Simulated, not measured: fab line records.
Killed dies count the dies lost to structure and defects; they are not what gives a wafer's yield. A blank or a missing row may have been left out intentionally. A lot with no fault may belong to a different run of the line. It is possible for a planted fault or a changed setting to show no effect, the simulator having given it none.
Comparing a struck lot with a sound one    flow n5_finfet    40 steps out of a route of 1938
Sound: the wafers L560.1, L560.2, L560.5. Struck: wafers L572.3, L572.5, L572.6. The cause comes at the end.
Per side, at each step with rows, come the tool, then ch with its chambers, and then its first start. Under that, the readings that differ: sound wafers    struck wafers    difference of the means    sigmas: that difference in standard deviations of wafers without a fault.
alike: a reading whose means differ by less than 2 such deviations, as well as words and numbers matching on both sides. not compared: withheld readings; readings where some wafer has no value; bounds like >300 that might hide an equal value; numbers whose values overlap and for which the record gives no deviation.
A row with sigmas, a row that says differs or no value, or rows on one side alone: a step with any of these is where the two part. Numbers that don't overlap but have no deviation are shown without sigmas and don't part them. Lack of a reading on every wafer of one side parts them only where that side has two or more wafers.

first, 6 steps without rows for these wafers: N5_BEOL_M0_DEGAS_112 (time 60 s); N5_BEOL_M0_PRE_CLEAN_113 (time 30 s); N5_BEOL_M0_ALD_136 (deposits TaN, pulse time 2 s, purge time 3 s, co reactant purge time 2 s); N5_BEOL_M0_SURFACE_TREAT_137; N5_BEOL_M0_CVD_115 (deposits Co from CCTBA/H2, time 120 s); N5_BEOL_M0_SPUTTER_116 (material Cu, target thk 4 nm, time 7.37 s).
N5_BEOL_M0_ANNEAL_117: time 60 s.
  sound on pvd_sputter-01 at day 7 00:05; struck on pvd_sputter-03 at day 10 09:53
  alike: heater_power_w, susceptor_temp_C
then, 4 steps without rows for these wafers: N5_BEOL_M0_SPUTTER_132 (material Cu, target thk 4 nm, time 7.37 s); N5_BEOL_M0_ANNEAL_133 (time 60 s); N5_BEOL_M0_SPUTTER_134 (material Cu, target thk 4 nm, time 7.37 s); N5_BEOL_M0_ANNEAL_135 (time 60 s).
N5_BEOL_M0_SPUTTER_141: material Cu, target thk 4 nm, time 7.37 s.
  sound on pvd_sputter-01 at day 7 00:22; struck on pvd_sputter-03 at day 10 10:10
  alike: chuck_sensor_temp_C, susceptor_temp_C, throttle_valve_pct
N5_BEOL_M0_ECD_118: material Cu, target thk 300 nm.
  sound on ecd_cu-01 ch 0,1, day 7 00:29; struck on ecd_cu-01 ch 0,1, day 10 10:17
then, 1 step without rows for these wafers: N5_BEOL_M0_ANNEAL_119 (time 90 s).
N5_BEOL_M0_CMP_120: polishes, stops on SiOC, t overpolish 6.9 s.
  sound on cmp-01 ch 1,3, day 7 00:54; struck on cmp-02 ch 1,2,3, day 10 10:50
  alike: barrier_field_endpoint_s, motor_current_A, overpolish_run_s, slurry_filter_dp_kPa, time_to_endpoint_s
then, 4 steps without rows for these wafers: N5_BEOL_M0_PRE_CLEAN_131 (time 15 s); N5_BEOL_M0_CO_CAP_123 (material Co, precursor CCTBA/H2, target thk 2 nm, time 102.1 s); N5_BEOL_M0_PRE_CLEAN_124 (time 15 s); N5_BEOL_M0_DEP_125 (deposits SiCN from 3MS/NH3, target thk 8 nm, time 14 s).
N5_BEOL_M0_RS_MEAS_126: the measuring method here is four-point-probe.
  sound on film_metro-02 at day 7 01:26; struck on film_metro-01 at day 10 11:19
  alike: M0_RS
then, 1 step without rows for these wafers: N5_BEOL_M1_ILD_DEP_00 (deposits SiOC from DEMS/O2, target thk 79 nm, time 15.3 s).
N5_BEOL_M1_THK_MEAS_01:
  sound on film_metro-02 at day 7 01:34; struck on film_metro-01 at day 10 11:27
  alike: M1_ILD_THK
then, 1 step without rows for these wafers: N5_BEOL_M1_PECVD_72 (deposits SiO2 from TEOS/O2, target thk 16 nm, time 18 s).
N5_BEOL_M1_HM_DEP_02: deposits TiN, target thk 20 nm.
  sound on pvd_sputter-03 at day 7 04:18; struck on pvd_sputter-01 at day 10 12:41
  alike: susceptor_temp_C, throttle_valve_pct
then, 9 steps without rows for these wafers: N5_BEOL_M1_COAT_61 (time 60 s, resist thk 60 nm); N5_BEOL_M1_COAT_62 (time 60 s, resist thk 12 nm); N5_BEOL_M1_COAT_73 (time 60 s, resist thk 5 nm); N5_BEOL_M1_COAT_05 (resist thk 30 nm); N5_BEOL_M1_EBR_07; N5_BEOL_M1_SOFTBAKE_06 (time 60 s); N5_BEOL_M1_EXPOSE_08 (exposes mask M1); N5_BEOL_M1_PEB_09 (peb time 60 s); N5_BEOL_M1_DEVELOP_10 (develop time 30 s).
N5_BEOL_M1_CD_MEAS_11 targets a cd of 17.05 nm.
  sound on cd_sem-03 ch 0, day 7 04:49; struck on cd_sem-03 ch 0, day 10 13:05
  alike: cd_nm
N5_BEOL_M1_OVL_MEAS_12:
  sound on overlay-01 ch 0, day 7 04:50; struck on overlay-02 ch 0, day 10 13:07
  alike: M1_OVL
then, 3 steps without rows for these wafers: N5_BEOL_M1_DESCUM_16 (chemistry O2, time 7 s); N5_BEOL_M1_ETCH_74 (etches underlayer in N2/H2, target depth 6.5 nm, time 5.2 s); N5_BEOL_M1_ETCH_63 (etches SiARC in CF4, target depth 15.6 nm, time 26 s).
N5_BEOL_M1_ETCH_64: etches SOC in N2/H2, target depth 75 nm, overetch 15 nm, time 112.5 s.
  sound on rie_diel-03 ch 2,3, day 7 05:05; struck on rie_diel-01 ch 0,2,3, day 10 13:17
  alike: drypump_motor_current_A, oes_product_au, rf_vpp_V, showerhead_plenum_p_Torr, throttle_valve_pct
  not compared: rf_hours_counter_h
-- here the record skips 7 days between the struck wafers' starts before and after, leaving off in module BEOL_M1 and picking up in module PASSIVATION (first step shown: number 1936 of the route) --
N5_PASSIVATION_PROBE_49:
  rows exist in the record for the struck wafers here (prober-01, day 17 16:02), but not for the sound ones

WHERE THEY PART
Only at N5_PASSIVATION_PROBE_49, as far as this record shows.

WHY: what the simulator had put in
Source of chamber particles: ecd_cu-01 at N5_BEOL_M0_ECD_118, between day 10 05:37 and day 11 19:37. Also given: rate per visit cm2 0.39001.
